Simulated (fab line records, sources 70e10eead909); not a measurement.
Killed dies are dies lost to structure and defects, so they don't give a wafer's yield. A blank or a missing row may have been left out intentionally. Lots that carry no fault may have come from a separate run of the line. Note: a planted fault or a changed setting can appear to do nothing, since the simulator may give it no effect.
fab line records + flow nand_harc
record:
- lots: 7
- wafers: 21
- last_day: 24
route steps=1159 shown P_ZERO_WELL@22 END@1159
lots with no fault: from the same line, run without faults
start_h: the number of hours between the record's first day and the start of the first shown wafer of the lot + wait_h: hours from the lot's prior step to this one + " as in the row above + L1.1+2: several wafers, shown together as one row + - no value, or no start was given + * or withheld: withheld + < > ~ a bound
route shown NAME@n: names a module that has steps shown in the file, with the first one's number in the route + usual: average and standard deviation across the fault-free wafers + same: alike in all rows + chamber/n: place in a boat + sites: per-site readings + _std_site: standard deviation across them + _edge_site: the outer-site mean with the inner-site mean subtracted + radius_mm: how far each site lies from the wafer's centre + mask NAME#n: copy n + behind: the most recent tool/chamber to have shaped the wafer + hold: why the lot went on hold/how many hours it stayed there/how the hold came to an end + device: which transistor (n, p or np) failed to switch + end of line: the tests these same wafers got at the end of their route + a step given without rows: its recipe and nothing more + killed: dies that structure and defects cost at the first sort, which is not the same as the wafer's yield + map: per-die view of a wafer (x killed, . not killed, _ where there is no die)
set.NAME: the setting that was run; set.NAME@STEP: the one run at that earlier step + model.NAME: the simulator's own value behind a step, which no gauge read
a table for each step, a row for each wafer; lots at some steps of the route
services: from which hour (start_h, from the record's first day; less than 0 if before it) a tool's chamber was out of use, for how many hours, and why
== steps ==
step: NHARC_P_ZERO_WELL_HMDS_17
recipe:
- time_s: 30
step: NHARC_P_ZERO_WELL_COAT_18
recipe:
- spin_rpm: withheld
step: NHARC_P_ZERO_WELL_SOFTBAKE_19
recipe:
- temp_c: 122
- time_s: 95
step: NHARC_P_ZERO_WELL_EBR_20
step: NHARC_P_ZERO_WELL_EXPOSE_21
recipe:
- na: 0.6
- target_cd_nm: 720
- dose_mj: 22.31
- mask_id: P_NWELL
step: NHARC_P_ZERO_WELL_PEB_22
recipe:
- peb_temp_c: 118
- peb_time_s: 85
step: NHARC_P_ZERO_WELL_DEVELOP_23
recipe:
- time_s: 70
step: NHARC_P_ZERO_WELL_CD_MEAS_24
recipe:
- target_cd_nm: 720
- landing_energy_ev: 500
usual:
- cd_nm: 720.2/1.7
| lot.wafer | tool      | chamber | start_h | wait_h | cd_nm |
|-----------|-----------|---------|---------|--------|-------|
| L234.1    | cd_sem-01 | 0       | 38.52   | -      | 724.0 |
| L234.4    | "         | 0       | "       | "      | 722.7 |
| L234.6    | "         | 0       | "       | "      | 720.8 |
| L241.1    | cd_sem-03 | 0       | 80.38   | -      | 721.9 |
| L241.5    | "         | 0       | "       | "      | 721.0 |
| L241.6    | "         | 0       | "       | "      | 721.9 |
| L247.1    | cd_sem-02 | 0       | 116.60  | -      | 719.3 |
| L247.4    | "         | 0       | "       | "      | 720.1 |
| L247.5    | "         | 0       | "       | "      | 719.5 |
| L248.1    | cd_sem-02 | 0       | 122.58  | -      | 720.8 |
| L248.4    | "         | 0       | "       | "      | 721.2 |
| L248.5    | "         | 0       | "       | "      | 722.9 |
| L249.1    | cd_sem-01 | 0       | 128.59  | -      | 719.5 |
| L249.4    | "         | 0       | "       | "      | 720.6 |
| L249.6    | "         | 0       | "       | "      | 719.9 |
| L252.1    | cd_sem-01 | 0       | 146.46  | -      | 722.8 |
| L252.2    | "         | 0       | "       | "      | 718.9 |
| L252.4    | "         | 0       | "       | "      | 722.3 |
| L253.1    | cd_sem-03 | 0       | 152.47  | -      | 720.4 |
| L253.3    | "         | 0       | "       | "      | 722.5 |
| L253.4    | "         | 0       | "       | "      | 717.6 |
step: NHARC_P_ZERO_WELL_HARDBAKE_25
recipe:
- temp_c: 125
- time_s: 80
step: NHARC_P_ZERO_WELL_DESCUM_26
recipe:
- time_s: 3
- o2_flow_sccm: 200
- ar_flow_sccm: 0
- bias_power_w: 0
- chemistry: O2
usual:
- drypump_motor_current_A: 5.7/0.46
- oes_product_au: 0.998/0.011
- rf_vpp_V: 57.9/0.92
- showerhead_plenum_p_Torr: 1.91/0.076
- throttle_valve_pct: 11.311/0.0098
| lot.wafer | tool        | chamber | start_h | wait_h | drypump_motor_current_A | oes_product_au | rf_hours_counter_h | rf_vpp_V | showerhead_plenum_p_Torr | throttle_valve_pct |
|-----------|-------------|---------|---------|--------|-------------------------|----------------|--------------------|----------|--------------------------|--------------------|
| L234.4    | rie_diel-10 | 0       | 38.68   | -      | 6.1                     | 0.992          | 2.1                | 57.9     | 1.96                     | 11.320             |
| L234.1    | "           | 2       | "       | "      | 5.8                     | 1.003          | 2.1                | 58.1     | 1.85                     | 11.302             |
| L234.6    | "           | 0       | "       | "      | 6.1                     | 1.009          | -                  | 56.6     | 1.96                     | 11.323             |
| L241.1    | rie_diel-10 | 3       | 80.56   | -      | 5.9                     | 0.991          | 5.7                | 58.5     | 1.95                     | 11.319             |
| L241.5    | "           | 2       | "       | "      | 5.8                     | 1.009          | -                  | 56.0     | 1.85                     | 11.315             |
| L241.6    | "           | 3       | "       | "      | 5.8                     | 0.995          | -                  | 57.2     | 1.95                     | 11.311             |
| L247.1    | rie_diel-02 | 1       | 116.76  | -      | 5.0                     | 0.999          | 9.6                | 59.3     | 2.05                     | 11.308             |
| L247.4    | "           | 3       | "       | "      | 6.0                     | 0.990          | 8.3                | 57.3     | 1.91                     | 11.306             |
| L247.5    | "           | 2       | "       | "      | 5.9                     | 1.007          | -                  | 56.7     | 1.91                     | 11.309             |
| L248.1    | rie_diel-02 | 0       | 122.76  | -      | 5.6                     | 1.010          | 6.5                | 56.3     | 1.87                     | 11.320             |
| L248.4    | "           | 1       | "       | "      | 5.0                     | 1.012          | 9.7                | 58.5     | 2.05                     | 11.318             |
| L248.5    | "           | 3       | "       | "      | 6.0                     | 0.969          | -                  | 57.3     | 1.91                     | 11.301             |
| L249.4    | rie_diel-09 | 2       | 128.77  | -      | 6.4                     | 1.006          | 1.8                | 57.8     | 1.81                     | 11.308             |
| L249.1    | "           | 0       | "       | "      | 5.2                     | 0.987          | 1.9                | 58.6     | 1.84                     | 11.307             |
| L249.6    | "           | 1       | "       | "      | 5.1                     | 1.008          | -                  | 58.7     | 1.98                     | 11.312             |
| L252.2    | rie_diel-10 | 2       | 146.64  | -      | 5.8                     | 1.000          | 10.1               | 57.7     | 1.85                     | 11.302             |
| L252.1    | "           | 0       | "       | "      | 6.1                     | 1.003          | 10.6               | 59.6     | 1.96                     | 11.316             |
| L252.4    | "           | 0       | "       | "      | 6.1                     | 0.997          | -                  | 58.1     | 1.96                     | 11.332             |
| L253.3    | rie_diel-09 | 3       | 152.64  | -      | 6.2                     | 0.989          | 3.0                | 57.5     | 1.86                     | 11.324             |
| L253.1    | "           | 0       | "       | "      | 5.2                     | 0.985          | 2.8                | 56.1     | 1.84                     | 11.295             |
| L253.4    | "           | 1       | "       | "      | 5.1                     | 1.010          | 2.6                | 58.6     | 1.98                     | 11.312             |
step: NHARC_P_ZERO_WELL_IMPLANT_27
recipe:
- energy_kev: 600
- dose_cm2: 1e+13
- tilt_deg: 7
step: NHARC_P_ZERO_WELL_IMPLANT_57
recipe:
- energy_kev: 250
- dose_cm2: 4e+12
- tilt_deg: 7
step: NHARC_P_ZERO_WELL_IMPLANT_58
recipe:
- energy_kev: 100
- dose_cm2: 2e+12
- tilt_deg: 7
usual:
- beam_energy_keV: 100.00/0.029
- beam_on_s: 10.00/0.2
- end_station_pressure_torr: 5.02e-06/2.5e-07
- tilt_deg: 7.002/0.021
| lot.wafer | tool         | chamber | start_h | wait_h | beam_energy_keV | beam_on_s | end_station_pressure_torr | tilt_deg |
|-----------|--------------|---------|---------|--------|-----------------|-----------|---------------------------|----------|
| L234.1    | implanter-02 | 0       | 39.19   | 0.2    | 100.01          | 10.04     | 5.07e-06                  | 6.993    |
| L234.4    | "            | 0       | "       | "      | 100.03          | 9.97      | 5.18e-06                  | 6.987    |
| L234.6    | "            | 0       | "       | "      | 99.997          | 9.47      | 5.03e-06                  | 6.979    |
| L241.1    | implanter-02 | 0       | 81.05   | 0.1    | 100.01          | 9.97      | 5.13e-06                  | 7.002    |
| L241.5    | "            | 0       | "       | "      | 99.983          | 9.89      | 5.5e-06                   | 7.014    |
| L241.6    | "            | 0       | "       | "      | 100.03          | 10.05     | 4.98e-06                  | 7.037    |
| L247.1    | implanter-01 | -       | 117.27  | 0.1    | -               | -         | -                         | -        |
| L247.4    | "            | -       | "       | "      | -               | -         | -                         | -        |
| L247.5    | "            | -       | "       | "      | -               | -         | -                         | -        |
| L248.1    | implanter-02 | -       | 123.25  | 0.2    | -               | -         | -                         | -        |
| L248.4    | "            | -       | "       | "      | -               | -         | -                         | -        |
| L248.5    | "            | -       | "       | "      | -               | -         | -                         | -        |
| L249.1    | implanter-02 | -       | 129.26  | 0.2    | -               | -         | -                         | -        |
| L249.4    | "            | -       | "       | "      | -               | -         | -                         | -        |
| L249.6    | "            | -       | "       | "      | -               | -         | -                         | -        |
| L252.1    | implanter-01 | 0       | 147.15  | 0.2    | 99.948          | 10.27     | 4.87e-06                  | 7.009    |
| L252.2    | "            | 0       | "       | "      | 99.976          | 9.77      | 4.82e-06                  | 7.026    |
| L252.4    | "            | 0       | "       | "      | 99.962          | 10.09     | 4.96e-06                  | 7.038    |
| L253.1    | implanter-01 | 0       | 153.14  | 0.2    | 100.01          | 9.97      | 4.99e-06                  | 7.004    |
| L253.3    | "            | 0       | "       | "      | 99.961          | 9.91      | 5.2e-06                   | 7.002    |
| L253.4    | "            | 0       | "       | "      | 99.994          | 9.67      | 5.08e-06                  | 7.010    |
step: NHARC_P_ZERO_WELL_STRIP_28
recipe:
- time_s: 840
- temp_c: 130
- chemistry: SPM
step: NHARC_END_SORT_01
recipe:
- temp_c: 25
usual:
- killed_at_array: 21/8.9
- killed_at_other: 0.8/1.3
- killed_at_periphery: 3.6/2.4
- killed_dies: 26/8.9
- killed_open: 3.1/1.8
- killed_short: 1.9/1.3
same:
- gross_dies: 677
| lot.wafer | tool      | chamber | start_h | wait_h | killed_at_array | killed_at_other | killed_at_periphery | killed_dies | killed_open | killed_short |
|-----------|-----------|---------|---------|--------|-----------------|-----------------|---------------------|-------------|-------------|--------------|
| L234.1    | prober-01 | 0       | 463.58  | 2.5    | 7               | 1               | 3                   | 11          | 1           | 2            |
| L234.4    | prober-01 | 0       | 466.01  | 3.4    | 14              | 2               | 4                   | 20          | 8           | 0            |
| L234.6    | prober-01 | 0       | 467.63  | 4.1    | 14              | 0               | 8                   | 22          | 3           | 4            |
| L241.1    | prober-02 | 0       | 493.81  | 2.5    | 15              | 0               | 5                   | 20          | 6           | 3            |
| L241.5    | prober-02 | 0       | 496.96  | 3.7    | 7               | 0               | 7                   | 14          | 2           | 1            |
| L241.6    | prober-02 | 0       | 497.75  | 3.9    | 11              | 0               | 7                   | 18          | 2           | 2            |
| L247.1    | prober-02 | 0       | 550.93  | 2.5    | 16              | 1               | 660                 | 677         | 0           | 2            |
| L247.4    | prober-02 | 0       | 553.36  | 3.4    | 12              | 0               | 665                 | 677         | 4           | 0            |
| L247.5    | prober-02 | 0       | 554.17  | 3.7    | 16              | 0               | 661                 | 677         | 2           | 1            |
| L248.1    | prober-01 | 0       | 551.08  | 2.5    | 23              | 1               | 653                 | 677         | 3           | 5            |
| L248.4    | prober-01 | 0       | 553.49  | 3.4    | 30              | 0               | 647                 | 677         | 4           | 3            |
| L248.5    | prober-01 | 0       | 554.29  | 3.7    | 21              | 0               | 656                 | 677         | 4           | 2            |
| L249.1    | prober-02 | 0       | 558.79  | 2.5    | 15              | 0               | 662                 | 677         | 6           | 0            |
| L249.4    | prober-02 | 0       | 561.18  | 3.4    | 21              | 0               | 656                 | 677         | 4           | 2            |
| L249.6    | prober-02 | 0       | 562.77  | 4.0    | 19              | 0               | 658                 | 677         | 4           | 4            |
| L252.1    | prober-02 | 0       | 566.59  | 2.5    | 15              | 0               | 6                   | 21          | 1           | 1            |
| L252.2    | prober-02 | 0       | 567.39  | 2.8    | 18              | 0               | 7                   | 25          | 2           | 2            |
| L252.4    | prober-02 | 0       | 568.98  | 3.4    | 20              | 2               | 2                   | 24          | 4           | 1            |
| L253.1    | prober-01 | 0       | 572.06  | 2.6    | 24              | 0               | 5                   | 29          | 2           | 1            |
| L253.3    | prober-01 | 0       | 573.67  | 3.1    | 23              | 0               | 1                   | 24          | 2           | 1            |
| L253.4    | prober-01 | 0       | 574.47  | 3.4    | 22              | 0               | 8                   | 30          | 4           | 2            |
killed by level:class
L234.1 P_M1:chamber_film_flake=3 A_WL_FILL:geometric_particle:short=2 A_CHANNEL_HOLE_D1:chamber_film_flake=2 A_CHANNEL_FILL_D1:geometric_particle:open=1 A_STAIRCASE:chamber_film_flake=1 A_CONTACT:chamber_film_flake=1 THIN_TSV:chamber_film_flake=1
L234.4 A_STAIRCASE:chamber_film_flake=4 A_CONTACT:geometric_particle:open=3 A_ZERO_WELL:chamber_film_flake=2 THIN_TSV:chamber_film_flake=2 P_GATE:geometric_particle:open=1 P_M2:geometric_particle:open=1 A_CHANNEL_HOLE_D1:geometric_particle:open=1 A_WL_FILL:geometric_particle:open=1
L234.6 P_M1:chamber_film_flake=8 A_CONTACT:chamber_film_flake=3 A_ONON_D1:geometric_particle:short=2 A_WL_FILL:geometric_particle:short=2 A_CHANNEL_HOLE_D1:chamber_film_flake=2 A_CHANNEL_FILL_D1:geometric_particle:open=1 A_WL_FILL:geometric_particle:open=1 A_CONTACT:geometric_particle:open=1
L241.1 A_CONTACT:chamber_film_flake=5 A_M0:geometric_particle:open=2 A_CHANNEL_HOLE_D1:chamber_film_flake=2 P_M0:geometric_particle:open=1 P_M1:geometric_particle:short=1 P_M1:geometric_particle:open=1 A_ONON_D1:geometric_particle:open=1 A_CHANNEL_HOLE_D1:geometric_particle:open=1
L241.5 P_M1:chamber_film_flake=3 A_CONTACT:chamber_film_flake=3 P_M1:geometric_particle:open=2 P_ZERO_WELL:chamber_film_flake=2 A_CHANNEL_HOLE_D1:chamber_film_flake=2 A_CHANNEL_HOLE_D1:geometric_particle:short=1 A_STAIRCASE:chamber_film_flake=1
L241.6 P_M1:chamber_film_flake=3 P_ZERO_WELL:chamber_film_flake=2 A_CHANNEL_HOLE_D1:chamber_film_flake=2 A_WL_FILL:chamber_film_flake=2 A_CONTACT:chamber_film_flake=2 P_M2:geometric_particle:open=1 A_CHANNEL_HOLE_D1:geometric_particle:short=1 A_M0:geometric_particle:open=1
L247.1 P_ZERO_WELL:area_implant=657 A_CONTACT:chamber_film_flake=7 A_CHANNEL_HOLE_D1:chamber_film_flake=6 A_WL_FILL:geometric_particle:short=1 A_M0:geometric_particle:short=1 P_STI:chamber_film_flake=1 P_GATE:chamber_film_flake=1 P_M0:chamber_film_flake=1
L248.1 P_ZERO_WELL:area_implant=647 A_CHANNEL_HOLE_D1:chamber_film_flake=19 P_M0:geometric_particle:short=2 P_GATE:geometric_particle:open=1 P_CONTACT:geometric_particle:open=1 A_SOURCE_PLATE:geometric_particle:short=1 A_CONTACT:geometric_particle:open=1 A_M1:geometric_particle:short=1
L247.4 P_ZERO_WELL:area_implant=663 A_CHANNEL_HOLE_D1:chamber_film_flake=5 A_CONTACT:chamber_film_flake=4 P_CONTACT:geometric_particle:open=2 A_CHANNEL_FILL_D1:geometric_particle:open=1 A_M0:geometric_particle:open=1 A_STAIRCASE:chamber_film_flake=1
L248.4 P_ZERO_WELL:area_implant=646 A_CHANNEL_HOLE_D1:chamber_film_flake=20 A_STAIRCASE:chamber_film_flake=3 A_ONON_D1:geometric_particle:short=2 P_GATE:geometric_particle:open=1 A_CHANNEL_FILL_D1:geometric_particle:open=1 A_WL_FILL:geometric_particle:open=1 A_WL_FILL:geometric_particle:short=1
L247.5 P_ZERO_WELL:area_implant=655 A_CONTACT:chamber_film_flake=7 A_CHANNEL_HOLE_D1:chamber_film_flake=4 P_GATE:chamber_film_flake=3 A_STAIRCASE:chamber_film_flake=3 P_STI:chamber_film_flake=2 P_CONTACT:geometric_particle:open=1 A_CONTACT:geometric_particle:short=1
L248.5 P_ZERO_WELL:area_implant=654 A_CHANNEL_HOLE_D1:chamber_film_flake=16 A_CONTACT:geometric_particle:open=2 P_GATE:geometric_particle:open=1 P_CONTACT:geometric_particle:open=1 A_WL_FILL:geometric_particle:short=1 A_M1:geometric_particle:short=1 A_WL_FILL:chamber_film_flake=1
L249.1 P_ZERO_WELL:area_implant=660 A_SLIT:chamber_film_flake=5 A_CHANNEL_HOLE_D1:chamber_film_flake=3 A_CONTACT:geometric_particle:open=2 P_GATE:chamber_film_flake=2 A_ONON_D1:geometric_particle:open=1 A_CHANNEL_FILL_D1:geometric_particle:open=1 A_WL_FILL:geometric_particle:open=1
L249.4 P_ZERO_WELL:area_implant=654 A_SLIT:chamber_film_flake=8 A_STAIRCASE:chamber_film_flake=4 A_CONTACT:geometric_particle:open=2 A_CHANNEL_HOLE_D1:chamber_film_flake=2 P_M2:geometric_particle:open=1 A_SGD_CUT:geometric_particle:open=1 A_SLIT:geometric_particle:short=1
L249.6 P_ZERO_WELL:area_implant=655 A_SLIT:chamber_film_flake=7 A_CHANNEL_HOLE_D1:chamber_film_flake=3 P_GATE:chamber_film_flake=2 A_BLC:geometric_particle:open=2 P_M0:geometric_particle:short=1 A_SOURCE_PLATE:geometric_particle:open=1 A_ONON_D1:geometric_particle:short=1
L252.1 A_M1:chamber_film_flake=4 P_GATE:chamber_film_flake=3 A_CHANNEL_HOLE_D1:chamber_film_flake=3 A_STAIRCASE:chamber_film_flake=3 A_CONTACT:chamber_film_flake=3 P_ZERO_WELL:chamber_film_flake=2 P_M0:geometric_particle:short=1 A_CONTACT:geometric_particle:open=1
L252.2 A_CONTACT:chamber_film_flake=5 P_ZERO_WELL:chamber_film_flake=4 A_CHANNEL_HOLE_D1:chamber_film_flake=4 A_ZERO_WELL:chamber_film_flake=2 A_STAIRCASE:chamber_film_flake=2 A_ONON_D1:geometric_particle:short=1 A_ONON_D1:geometric_particle:open=1 A_WL_FILL:geometric_particle:short=1
L252.4 A_CONTACT:chamber_film_flake=7 A_M1:chamber_film_flake=6 STARTING-WAFER:geometric_particle:open=2 A_CHANNEL_HOLE_D1:chamber_film_flake=2 A_CHANNEL_FILL_D1:chamber_film_flake=2 P_STI:geometric_particle:open=1 A_CHANNEL_HOLE_D1:geometric_particle:short=1 A_CONTACT:geometric_particle:open=1
L253.1 A_CHANNEL_HOLE_D1:chamber_film_flake=15 A_CONTACT:chamber_film_flake=3 P_STI:chamber_film_flake=2 P_CONTACT:geometric_particle:open=1 A_ONON_D1:geometric_particle:short=1 A_CONTACT:geometric_particle:open=1 P_ZERO_WELL:chamber_film_flake=1 P_GATE:chamber_film_flake=1
L253.3 A_CHANNEL_HOLE_D1:chamber_film_flake=7 A_CONTACT:chamber_film_flake=7 A_STAIRCASE:chamber_film_flake=6 A_SOURCE_PLATE:geometric_particle:open=1 A_SGD_CUT:geometric_particle:short=1 A_BLC:geometric_particle:open=1 P_STI:chamber_film_flake=1
L253.4 P_STI:chamber_film_flake=8 A_CHANNEL_HOLE_D1:chamber_film_flake=8 A_STAIRCASE:chamber_film_flake=4 A_CONTACT:geometric_particle:short=2 A_M1:geometric_particle:open=2 A_CONTACT:chamber_film_flake=2 A_CHANNEL_FILL_D1:geometric_particle:open=1 A_CONTACT:geometric_particle:open=1
map L247.1 (x killed, . not)
____________x____________
_________xxxxxxx_________
_______xxxxxxxxxxx_______
______xxxxxxxxxxxxx______
_____xxxxxxxxxxxxxxx_____
____xxxxxxxxxxxxxxxxx____
____xxxxxxxxxxxxxxxxx____
___xxxxxxxxxxxxxxxxxxx___
___xxxxxxxxxxxxxxxxxxx___
__xxxxxxxxxxxxxxxxxxxxx__
__xxxxxxxxxxxxxxxxxxxxx__
_xxxxxxxxxxxxxxxxxxxxxxx_
_xxxxxxxxxxxxxxxxxxxxxxx_
_xxxxxxxxxxxxxxxxxxxxxxx_
_xxxxxxxxxxxxxxxxxxxxxxx_
_xxxxxxxxxxxxxxxxxxxxxxx_
xxxxxxxxxxxxxxxxxxxxxxxxx
xxxxxxxxxxxxxxxxxxxxxxxxx
xxxxxxxxxxxxxxxxxxxxxxxxx
xxxxxxxxxxxxxxxxxxxxxxxxx
xxxxxxxxxxxxxxxxxxxxxxxxx
_xxxxxxxxxxxxxxxxxxxxxxx_
_xxxxxxxxxxxxxxxxxxxxxxx_
_xxxxxxxxxxxxxxxxxxxxxxx_
_xxxxxxxxxxxxxxxxxxxxxxx_
_xxxxxxxxxxxxxxxxxxxxxxx_
__xxxxxxxxxxxxxxxxxxxxx__
__xxxxxxxxxxxxxxxxxxxxx__
___xxxxxxxxxxxxxxxxxxx___
___xxxxxxxxxxxxxxxxxxx___
____xxxxxxxxxxxxxxxxx____
____xxxxxxxxxxxxxxxxx____
_____xxxxxxxxxxxxxxx_____
______xxxxxxxxxxxxx______
_______xxxxxxxxxxx_______
_________xxxxxxx_________
____________x____________
map L248.1 (x killed, . not)
____________x____________
_________xxxxxxx_________
_______xxxxxxxxxxx_______
______xxxxxxxxxxxxx______
_____xxxxxxxxxxxxxxx_____
____xxxxxxxxxxxxxxxxx____
____xxxxxxxxxxxxxxxxx____
___xxxxxxxxxxxxxxxxxxx___
___xxxxxxxxxxxxxxxxxxx___
__xxxxxxxxxxxxxxxxxxxxx__
__xxxxxxxxxxxxxxxxxxxxx__
_xxxxxxxxxxxxxxxxxxxxxxx_
_xxxxxxxxxxxxxxxxxxxxxxx_
_xxxxxxxxxxxxxxxxxxxxxxx_
_xxxxxxxxxxxxxxxxxxxxxxx_
_xxxxxxxxxxxxxxxxxxxxxxx_
xxxxxxxxxxxxxxxxxxxxxxxxx
xxxxxxxxxxxxxxxxxxxxxxxxx
xxxxxxxxxxxxxxxxxxxxxxxxx
xxxxxxxxxxxxxxxxxxxxxxxxx
xxxxxxxxxxxxxxxxxxxxxxxxx
_xxxxxxxxxxxxxxxxxxxxxxx_
_xxxxxxxxxxxxxxxxxxxxxxx_
_xxxxxxxxxxxxxxxxxxxxxxx_
_xxxxxxxxxxxxxxxxxxxxxxx_
_xxxxxxxxxxxxxxxxxxxxxxx_
__xxxxxxxxxxxxxxxxxxxxx__
__xxxxxxxxxxxxxxxxxxxxx__
___xxxxxxxxxxxxxxxxxxx___
___xxxxxxxxxxxxxxxxxxx___
____xxxxxxxxxxxxxxxxx____
____xxxxxxxxxxxxxxxxx____
_____xxxxxxxxxxxxxxx_____
______xxxxxxxxxxxxx______
_______xxxxxxxxxxx_______
_________xxxxxxx_________
____________x____________
== services ==
| tool         | chamber | start_h | hours | kind   |
|--------------|---------|---------|-------|--------|
| implanter-01 | -       | 21.36   | 5.9   | repair |
| rie_diel-10  | 0       | 33.00   | -     | clean  |
| rie_diel-10  | 1       | 33.00   | -     | clean  |
| rie_diel-10  | 2       | 33.00   | -     | clean  |
| rie_diel-10  | 3       | 33.00   | -     | clean  |
| rie_diel-10  | 0       | 57.50   | -     | clean  |
| rie_diel-10  | 1       | 57.50   | -     | clean  |
| rie_diel-10  | 2       | 57.50   | -     | clean  |
| rie_diel-10  | 3       | 57.50   | -     | clean  |
| rie_diel-09  | -       | 77.10   | 9.0   | pm     |
| rie_diel-10  | 0       | 82.00   | -     | clean  |
| rie_diel-10  | 1       | 82.00   | -     | clean  |
| rie_diel-10  | 2       | 82.00   | -     | clean  |
| rie_diel-10  | 3       | 82.00   | -     | clean  |
| implanter-02 | -       | 85.00   | 13.0  | pm     |
| rie_diel-09  | -       | 89.61   | 0.9   | repair |
| rie_diel-10  | 0       | 103.08  | 4.1   | repair |
| rie_diel-10  | 1       | 106.50  | -     | clean  |
| rie_diel-10  | 2       | 106.50  | -     | clean  |
| rie_diel-10  | 3       | 106.50  | -     | clean  |
| rie_diel-10  | 0       | 131.00  | -     | clean  |
| rie_diel-10  | 1       | 131.00  | -     | clean  |
| rie_diel-10  | 3       | 145.65  | 39.6  | repair |
| rie_diel-02  | -       | 150.70  | 9.0   | pm     |
== key ==
first_sign:
- step: NHARC_P_ZERO_WELL_IMPLANT_58
- reading: tool_record
- direction: missing
effect:
- step: NHARC_END_SORT_01
- reading: killed_at_periphery
- direction: up
- sigmas: 99+
- usual: 3.6
- struck: 657.6
more_kills_born_at:
- NHARC_P_ZERO_WELL_IMPLANT_58@implanter-02: 3916
- NHARC_P_ZERO_WELL_IMPLANT_58@implanter-01: 1975
met_at NHARC_P_ZERO_WELL_IMPLANT_58
struck_wafers L247.1,L247.4,L247.5,L248.1,L248.4,L248.5,L249.1,L249.4,L249.6
later_rows_left_out L247.1,L247.4,L247.5,L248.1,L248.4,L248.5,L249.1,L249.4,L249.6
tester_left_out L247,L248,L249
onset_between 81.05 117.27
fault:
- kind: skipped_step_whole
- tool: implanter-01,implanter-02
- chamber: -
- onset_h: 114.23
- steps: NHARC_P_ZERO_WELL_IMPLANT_58
- scope: struck_lots_only
tester_left_out: of these lots the tester's yield and bins aren't shown, on N5 and GAA mostly nor the transistor test; their killed dies are dies lost to structure and defects alone, not to doping, threshold or leakage, so they don't give the yield
later_rows_left_out: the simulator's readings of these wafers behind a module that went badly wrong aren't trusted and aren't shown, but for the sort
